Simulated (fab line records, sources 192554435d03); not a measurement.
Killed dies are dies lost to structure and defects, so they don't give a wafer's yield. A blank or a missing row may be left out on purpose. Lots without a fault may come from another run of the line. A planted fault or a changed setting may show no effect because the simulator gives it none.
fab line records | flow n5_finfet | part 1 of 2: steps 1 to 36 of 37
record lots=6 wafers=16 last_day=18
route steps=1938 shown BEOL_M2@911 BEOL_M3@931 BEOL_M4@1111 PASSIVATION@1936
lots that met no fault: from a run of the same line without faults
start_h: hours from the record's first day to the start of the lot's first wafer shown | wait_h: hours since the lot's step before | " the same as in the row above | L1.1+2: a row that stands for several wafers | - no value, or no start given | * or withheld: withheld | < > ~ a bound
route shown NAME@n: a module of which the file shows steps, and the number in the route of the first | usual: mean/standard deviation of fault-free wafers | same: alike in all rows | chamber/n: place in a boat | sites: the reading at each site | _std_site: their standard deviation | _edge_site: outer sites' mean less inner sites' | radius_mm: how far each site lies from the wafer's centre | mask NAME#n: copy n | behind: the tool/chamber that last shaped the wafer | hold: why the lot was held/for how many hours/how that ended | device: the transistor (n, p or np) that didn't switch | end of line: the same wafers' tests at the end of the route | a step without rows: its recipe alone | killed: dies lost to structure and defects at the first sort, not the wafer's yield | map: a wafer's dies, x killed, . not, _ none there
set.NAME: the setting as run; set.NAME@STEP: as run at that earlier step | model.NAME: the simulator's own value behind a step, which no gauge read
lots at some steps of the route; a table a step, a row a wafer
services: from which hour (start_h, from the record's first day; less than 0 if before it) a tool's chamber was out of use, for how many hours, and why
## steps
# step N5_BEOL_M2_ANNEAL_87
# recipe temp_c=400 time_s=240 ambient=vacuum
# step N5_BEOL_M2_SPUTTER_88
# recipe material=Cu target_thk_a=45 temp_c=-20 chamber_pressure_pa=0.07 power_w=withheld time_s=8.29
# step N5_BEOL_M2_ANNEAL_89
# recipe temp_c=400 time_s=240 ambient=vacuum
# step N5_BEOL_M2_SPUTTER_90
# recipe material=Cu target_thk_a=45 temp_c=-20 chamber_pressure_pa=0.07 power_w=withheld time_s=8.29
# usual susceptor_temp_C=-20.00/0.093 throttle_valve_pct=30.3/0.93
# same time_s=8.29
# columns lot.wafer tool chamber start_h wait_h susceptor_temp_C throttle_valve_pct
L345.1 pvd_sputter-01 - 173.32 0.1 -20.00 31.9
L345.2 " - " " -20.10 30.2
L345.5 " - " " -20.16 28.6
L349.1 pvd_sputter-01 - 194.31 0.1 -20.06 28.6
L349.3 " - " " -20.02 30.4
L352.1 pvd_sputter-03 - 223.44 0.1 -19.96 30.4
L352.3 " - " " -20.00 30.0
L352.4 " - " " -19.91 31.5
L353.1 pvd_sputter-02 - 248.57 0.1 -20.02 29.3
L353.4 " - " " -19.81 31.8
L353.5 " - " " -19.91 30.0
L363.1 pvd_sputter-03 - 284.82 0.1 -20.04 29.0
L363.5 " - " " -19.93 29.7
L362.1 pvd_sputter-01 - 288.97 0.1 -20.01 30.3
L362.2 " - " " -19.95 31.7
L362.3 " - " " -19.80 28.5
# step N5_BEOL_M2_ANNEAL_91
# recipe temp_c=400 time_s=240 ambient=vacuum
# step N5_BEOL_M2_SPUTTER_92
# recipe material=Cu target_thk_a=45 temp_c=-20 chamber_pressure_pa=0.07 power_w=withheld time_s=8.29
# usual susceptor_temp_C=-19.99/0.12 throttle_valve_pct=30.3/0.93
# same time_s=8.29
# columns lot.wafer tool chamber start_h wait_h susceptor_temp_C throttle_valve_pct
L345.1 pvd_sputter-01 - 173.54 0.1 -20.21 31.5
L345.2 " - " " -19.98 30.1
L345.5 " - " " -20.19 28.6
L349.1 pvd_sputter-01 - 194.53 0.1 -20.06 28.5
L349.3 " - " " -20.10 30.6
L352.1 pvd_sputter-03 - 223.66 0.1 -20.09 30.7
L352.3 " - " " -20.08 29.4
L352.4 " - " " -20.21 31.6
L353.1 pvd_sputter-02 - 248.79 0.1 -20.14 29.5
L353.4 " - " " -20.13 31.9
L353.5 " - " " -19.85 30.1
L363.1 pvd_sputter-03 - 285.04 0.1 -19.91 29.1
L363.5 " - " " -19.80 29.8
L362.1 pvd_sputter-01 - 289.19 0.1 -19.94 30.4
L362.2 " - " " -20.14 31.8
L362.3 " - " " -19.94 28.7
# step N5_BEOL_M2_ANNEAL_93
# recipe temp_c=400 time_s=240 ambient=vacuum
# step N5_BEOL_M2_SPUTTER_94
# recipe material=Cu target_thk_a=45 temp_c=-20 chamber_pressure_pa=0.07 power_w=withheld time_s=8.29
# usual susceptor_temp_C=-20.00/0.12 throttle_valve_pct=30.3/0.93
# same time_s=8.29
# columns lot.wafer tool chamber start_h wait_h susceptor_temp_C throttle_valve_pct
L345.1 pvd_sputter-01 - 173.76 0.1 -19.99 31.6
L345.2 " - " " -20.02 30.1
L345.5 " - " " -20.04 28.8
L349.1 pvd_sputter-01 - 194.75 0.1 -19.95 28.6
L349.3 " - " " -20.14 30.5
L352.1 pvd_sputter-03 - 223.88 0.1 -19.99 30.7
L352.3 " - " " -20.00 29.8
L352.4 " - " " -19.90 31.4
L353.1 pvd_sputter-02 - 249.01 0.1 -20.04 29.6
L353.4 " - " " -20.05 32.0
L353.5 " - " " -20.20 30.2
L363.1 pvd_sputter-03 - 285.26 0.1 -19.89 28.9
L363.5 " - " " -19.95 29.5
L362.1 pvd_sputter-01 - 289.41 0.1 -20.04 30.3
L362.2 " - " " -19.98 31.7
L362.3 " - " " -20.06 28.5
# step N5_BEOL_M2_ANNEAL_95
# recipe temp_c=400 time_s=240 ambient=vacuum
# step N5_BEOL_M2_SPUTTER_96
# recipe material=Cu target_thk_a=45 temp_c=-20 chamber_pressure_pa=0.07 power_w=withheld time_s=8.29
# step N5_BEOL_M2_ECD_50
# recipe material=Cu target_thk_a=3000
# step N5_BEOL_M2_ANNEAL_51
# recipe temp_c=225 time_s=90 ambient=N2
# usual wafer_temp_C_max=226.2/0.33
# same time_s=90
# columns lot.wafer tool chamber start_h wait_h wafer_temp_C_max
L345.1 rtp_anneal-01 0 174.18 0.1 226.2
L345.2 " 0 " " 226.5
L345.5 " 0 " " 226.2
L349.1 rtp_anneal-02 0 195.17 0.1 226.3
L349.3 " 0 " " 226.1
L352.1 rtp_anneal-02 0 224.38 0.1 225.9
L352.3 " 0 " " 226.0
L352.4 " 0 " " 226.3
L353.1 rtp_anneal-01 0 249.42 0.1 226.3
L353.4 " 0 " " 226.0
L353.5 " 0 " " 226.6
L363.1 rtp_anneal-02 0 285.68 0.1 226.0
L363.5 " 0 " " 226.2
L362.1 rtp_anneal-01 0 289.82 0.1 226.0
L362.2 " 0 " " 226.2
L362.3 " 0 " " 226.6
# step N5_BEOL_M2_CMP_52
# recipe stop_on=SiOC t_overpolish_s=6.8 down_force_psi=1 platen_rpm=50 clearing_platen_down_force_psi=1.5 clearing_platen_rpm=50 post_cmp_clean=cu_alkaline target_thk_nm=40 clearing_platen_pad_velocity_m_s=0.99484 pad_velocity_m_s=0.99484
# usual barrier_field_endpoint_s=25.1/0.84 clearing_platen_down_force_psi=1.500/0.003 motor_current_A=5.9/0.74 overpolish_run_s=6.801/0.0086 time_to_endpoint_s=63/4.9
# columns lot.wafer tool chamber start_h wait_h barrier_field_endpoint_s clearing_platen_down_force_psi motor_current_A overpolish_run_s time_to_endpoint_s
L345.1 cmp-03 0 174.57 0.3 26.0 1.499 5.6 6.804 69
L345.2 " 1 " " 26.7 1.501 5.5 6.802 70
L345.5 " 3 " " 24.8 1.502 5.6 6.810 60
L349.1 cmp-03 3 195.46 0.3 24.1 1.499 5.7 6.788 59
L349.3 " 2 " " 24.2 1.505 7.4 6.791 59
L352.4 cmp-03 0 224.68 0.1 25.7 1.503 5.5 6.805 67
L352.3 " 1 " " 26.3 1.499 5.9 6.808 67
L352.1 " 2 " " 24.5 1.498 7.4 6.804 58
L353.4 cmp-03 3 249.76 0.2 24.3 1.500 5.7 6.794 59
L353.1 " 1 " " 25.3 1.497 5.8 6.785 67
L353.5 " 3 " " 24.6 1.501 5.8 6.799 61
L363.1 cmp-04 3 286.05 0.3 25.9 1.499 5.8 6.815 66
L363.5 " 1 " " 26.0 1.504 4.9 6.806 65
L362.3 cmp-01 0 290.12 0.2 23.3 1.501 5.4 6.803 56
L362.2 " 1 " " 23.7 1.496 7.1 6.796 58
L362.1 " 2 " " 25.2 1.502 5.7 6.817 69
# step N5_BEOL_M2_PRE_CLEAN_60
# recipe gas=NH3/H2 time_s=15 temp_c=* rf_power_w=300
# step N5_BEOL_M2_CO_CAP_55
# recipe material=Co target_thk_a=20 temp_c=200 precursor=CCTBA/H2 pressure_torr=30 time_s=102.1
# step N5_BEOL_M2_PRE_CLEAN_56
# recipe gas=NH3 time_s=15 temp_c=withheld rf_power_w=300
# step N5_BEOL_M2_DEP_57
# recipe material=SiCN target_thk_a=80 temp_c=withheld precursor=3MS/NH3 pressure_torr=3 rf_w=202 time_s=14
# step N5_BEOL_M2_INSPECT_59
# recipe inspect_instrument=darkfield mode=post_dep
# usual raw_defect_count=68/20
# columns lot.wafer tool chamber start_h wait_h raw_defect_count
L345.1 defect_inspect-01 - 175.07 0.0 86
L345.2 " - " " 70
L345.5 " - " " 52
L349.1 defect_inspect-02 - 196.04 0.0 68
L349.3 " - " " 63
L352.1 defect_inspect-02 - 225.29 0.0 1409
L352.3 " - " " 1485
L352.4 " - " " 1434
L353.1 defect_inspect-01 - 250.33 0.0 1514
L353.4 " - " " 1500
L353.5 " - " " 1478
L363.1 defect_inspect-01 - 286.56 0.0 65
L363.5 " - " " 37
L362.1 defect_inspect-01 - 290.91 0.0 79
L362.2 " - " " 45
L362.3 " - " " 99
# step N5_BEOL_M3_ILD_DEP_00
# recipe material=SiOC target_thk_a=790 temp_c=350 precursor=DEMS/O2 pressure_torr=5 rf_w=500 time_s=15.3
# step N5_BEOL_M3_THK_MEAS_01
# recipe reads=SiOC_of_BEOL_M3_ILD_DEP_00
# usual M3_ILD_THK=79.1/1.2
# columns lot.wafer tool chamber start_h wait_h M3_ILD_THK[nm]
L345.1 film_metro-02 - 175.17 0.0 79.1
L345.2 " - " " 78.8
L345.5 " - " " 78.3
L349.1 film_metro-02 - 196.15 0.0 78.7
L349.3 " - " " 80.1
L352.1 film_metro-02 - 225.41 0.1 77.7
L352.3 " - " " 78.7
L352.4 " - " " 80.0
L353.1 film_metro-01 - 250.44 0.0 78.7
L353.4 " - " " 80.3
L353.5 " - " " 80.3
L363.1 film_metro-02 - 286.66 0.0 79.4
L363.5 " - " " 79.9
L362.1 film_metro-01 - 291.01 0.0 77.8
L362.2 " - " " 77.6
L362.3 " - " " 78.2
# step N5_BEOL_M3_PECVD_72
# recipe material=SiO2 target_thk_a=160 temp_c=400 precursor=TEOS/O2 pressure_torr=5.5 rf_w=450 teos_flow_sccm=53.8 gas=O2 flow_sccm=3000 time_s=18
# step N5_BEOL_M3_HM_DEP_02
# recipe material=TiN target_thk_a=200 temp_c=25 chamber_pressure_pa=0.49996
# usual susceptor_temp_C=25.00/0.099 throttle_valve_pct=30.2/0.98
# columns lot.wafer tool chamber start_h wait_h susceptor_temp_C throttle_valve_pct
L345.1 pvd_sputter-03 - 175.32 0.1 24.96 31.3
L345.2 " - " " 24.94 30.7
L345.5 " - " " 25.00 29.0
L349.1 pvd_sputter-02 - 196.86 0.7 24.99 29.6
L349.3 " - " " 24.90 30.0
L352.1 pvd_sputter-03 - 226.72 1.3 25.11 31.4
L352.3 " - " " 25.01 29.1
L352.4 " - " " 25.11 29.7
L353.1 pvd_sputter-03 - 250.94 0.4 24.90 29.7
L353.4 " - " " 24.95 30.8
L353.5 " - " " 25.13 29.0
L363.1 pvd_sputter-01 - 287.69 1.0 24.93 30.2
L363.5 " - " " 25.01 28.5
L362.1 pvd_sputter-01 - 294.45 3.4 25.15 28.6
L362.2 " - " " 24.95 30.3
L362.3 " - " " 24.92 30.1
# step N5_BEOL_M3_COAT_61
# recipe resist=SOC temp_c=250 time_s=60 spin_rpm=1500 resist_thk_nm=60
# step N5_BEOL_M3_COAT_62
# recipe resist=SiARC temp_c=220 time_s=60 spin_rpm=1500 resist_thk_nm=12
# step N5_BEOL_M3_COAT_73
# recipe resist=underlayer temp_c=205 time_s=60 spin_rpm=1500 resist_thk_nm=5
# step N5_BEOL_M3_COAT_05
# recipe resist=CAR-EUV spin_rpm=1500 resist_thk_nm=30
# step N5_BEOL_M3_EBR_07
# recipe solvent=PGMEA ebr_width_mm=1.5
# step N5_BEOL_M3_SOFTBAKE_06
# recipe temp_c=110 time_s=60 resist=CAR-EUV
# step N5_BEOL_M3_EXPOSE_08
# recipe mask_id=M3 na=0.33 source_shape=dipole sigma_inner=0.369 sigma_outer=0.767 polarization=unpolarized dose_mj=33
# step N5_BEOL_M3_PEB_09
# recipe peb_temp_c=100 peb_time_s=60 resist=CAR-EUV
# step N5_BEOL_M3_DEVELOP_10
# recipe develop_time_s=30 developer=TMAH resist=CAR-EUV rinse_liquid=surfactant_rinse dry=air_spin dev_temp_c=23
# step N5_BEOL_M3_CD_MEAS_11
# recipe target_cd_nm=17.05 landing_energy_ev=500 detector=se_inlens polarity=opening
# usual cd_nm=16.96/0.26
# columns lot.wafer tool chamber start_h wait_h cd_nm
L345.1 cd_sem-02 0 175.71 - 16.71
L345.2 " 0 " " 16.85
L345.5 " 0 " " 17.04
L349.1 cd_sem-02 0 197.25 - 16.86
L349.3 " 0 " " 17.11
L352.1 cd_sem-01 0 227.12 - 16.19
L352.3 " 0 " " 16.70
L352.4 " 0 " " 16.84
L353.1 cd_sem-01 0 251.33 - 17.03
L353.4 " 0 " " 16.68
L353.5 " 0 " " 16.78
L363.1 cd_sem-01 0 288.08 - 17.27
L363.5 " 0 " " 17.14
L362.1 cd_sem-03 0 294.84 - 17.13
L362.2 " 0 " " 16.51
L362.3 " 0 " " 16.95
# step N5_BEOL_M3_OVL_MEAS_12
# recipe points_per_wafer=522
# usual M3_OVL=0.1/0.71
# columns lot.wafer tool chamber start_h wait_h M3_OVL[nm]
L345.1 overlay-02 0 175.74 0.0 -1.8
L345.2 " 0 " " -2.0
L345.5 " 0 " " -1.5
L349.1 overlay-01 0 197.28 0.0 -0.2
L349.3 " 0 " " -0.2
L352.1 overlay-02 0 227.15 0.0 -0.3
L352.3 " 0 " " -0.1
L352.4 " 0 " " 0.8
L353.1 overlay-01 0 251.36 0.0 1.1
L353.4 " 0 " " 1.0
L353.5 " 0 " " 0.2
L363.1 overlay-02 0 288.11 0.0 -0.7
L363.5 " 0 " " -1.2
L362.1 overlay-02 0 294.87 0.0 0.0
L362.2 " 0 " " -0.1
L362.3 " 0 " " 1.1
# step N5_BEOL_M3_INSPECT_13
# recipe mode=adi inspect_instrument=brightfield
# usual raw_defect_count=384/93
# columns lot.wafer tool chamber start_h wait_h raw_defect_count
L345.1 defect_inspect-01 - 175.80 0.1 564
L345.2 " - " " 426
L345.5 " - " " 477
L349.1 defect_inspect-02 - 197.34 0.1 553
L349.3 " - " " 541
L352.1 defect_inspect-02 - 227.21 0.1 1599
L352.3 " - " " 1785
L352.4 " - " " 1562
L353.1 defect_inspect-02 - 251.41 0.1 1717
L353.4 " - " " 1813
L353.5 " - " " 1725
L363.1 defect_inspect-01 - 288.17 0.1 367
L363.5 " - " " 307
L362.1 defect_inspect-02 - 294.93 0.1 307
L362.2 " - " " 443
L362.3 " - " " 414
# step N5_BEOL_M3_DESCUM_16
# recipe chemistry=O2 time_s=7 source_power_w=50 bias_power_w=20 pressure_mtorr=20 rf_frequency_hz=2.712e+07 temp_c=40 resist=CAR-EUV o2_flow_sccm=225
# step N5_BEOL_M4_RC_MEAS_101
# usual DIBL_N=36.1/2 DIBL_P=36.3/2.5 IOFF_N=0.16/0.037 IOFF_P=0.21/0.039 ION_N=678/15 ION_P=465/8.7 SS_N=71.4/0.7 SS_P=73.3/0.74 VT_N=249/3.6 VT_P=-250.0/2.9
# columns lot.wafer tool chamber start_h wait_h DIBL_N[mV/V] DIBL_P[mV/V] IOFF_N[nA/um] IOFF_P[nA/um] ION_N[uA/um] ION_P[uA/um] SS_N[mV/dec] SS_P[mV/dec] VT_N[mV] VT_P[mV]
L345.1 prober-02 0 197.80 0.0 33.9 35.8 0.13 0.19 665 464 71.0 72.8 254 -252.9
L345.2 " 0 " " 36.1 37.4 0.16 0.20 682 467 71.2 73.4 251 -253.5
L345.5 " 0 " " 33.3 34.6 0.12 0.18 668 462 70.1 73.2 255 -254.2
L349.1 prober-01 0 233.68 0.0 34.4 34.5 0.13 0.19 663 462 71.1 72.9 252 -249.8
L349.3 " 0 " " 39.3 39.2 0.22 0.28 669 464 72.4 73.9 249 -246.1
L352.1 prober-02 0 256.28 0.0 35.6 35.2 0.17 0.19 685 467 71.0 72.9 248 -252.2
L352.3 " 0 " " 33.7 33.8 0.13 0.18 677 465 70.9 72.3 252 -252.4
L352.4 " 0 " " 34.7 34.0 0.14 0.19 658 453 71.0 72.8 250 -252.1
L353.1 prober-02 0 275.10 0.0 38.8 40.3 0.20 0.24 696 481 72.3 73.9 246 -247.9
L353.4 " 0 " " 40.2 42.1 0.24 0.29 681 465 72.8 74.5 246 -248.6
L353.5 " 0 " " 38.7 39.6 0.20 0.23 691 470 71.6 74.2 245 -248.5
L363.1 prober-02 0 313.10 0.0 34.4 35.3 0.13 0.20 663 456 70.3 73.5 250 -248.7
L363.5 " 0 " " 32.6 32.2 0.11 0.16 674 474 70.5 72.4 252 -252.8
L362.1 prober-01 0 324.98 0.0 38.4 39.4 0.22 0.26 686 464 72.2 73.9 245 -245.6
L362.2 " 0 " " 32.9 33.3 0.13 0.17 672 465 70.0 73.2 248 -249.2
L362.3 " 0 " " 33.2 33.9 0.13 0.19 685 481 70.8 72.1 249 -251.4
## key
first_sign step=N5_BEOL_M2_INSPECT_59 reading=raw_defect_count direction=up sigmas=70 usual=68 struck=1470
effect step=N5_BEOL_M3_INSPECT_13 reading=raw_defect_count direction=up sigmas=14 usual=384 struck=1700
effect step=N5_PASSIVATION_PROBE_49 reading=killed_at_M0_to_M3 direction=up sigmas=79 usual=32 struck=802
more_kills_born_at N5_BEOL_M2_CMP_52@cmp-03=4671
met_at N5_BEOL_M2_CMP_52
struck_wafers L352.1,L352.3,L352.4,L353.1,L353.4,L353.5
onset_between 195.46 224.68
fault kind=chamber_particle_source tool=cmp-03 chamber=- onset_h=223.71 steps=N5_BEOL_M2_CMP_52 rate_per_visit_cm2=2.1975 end_h=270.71
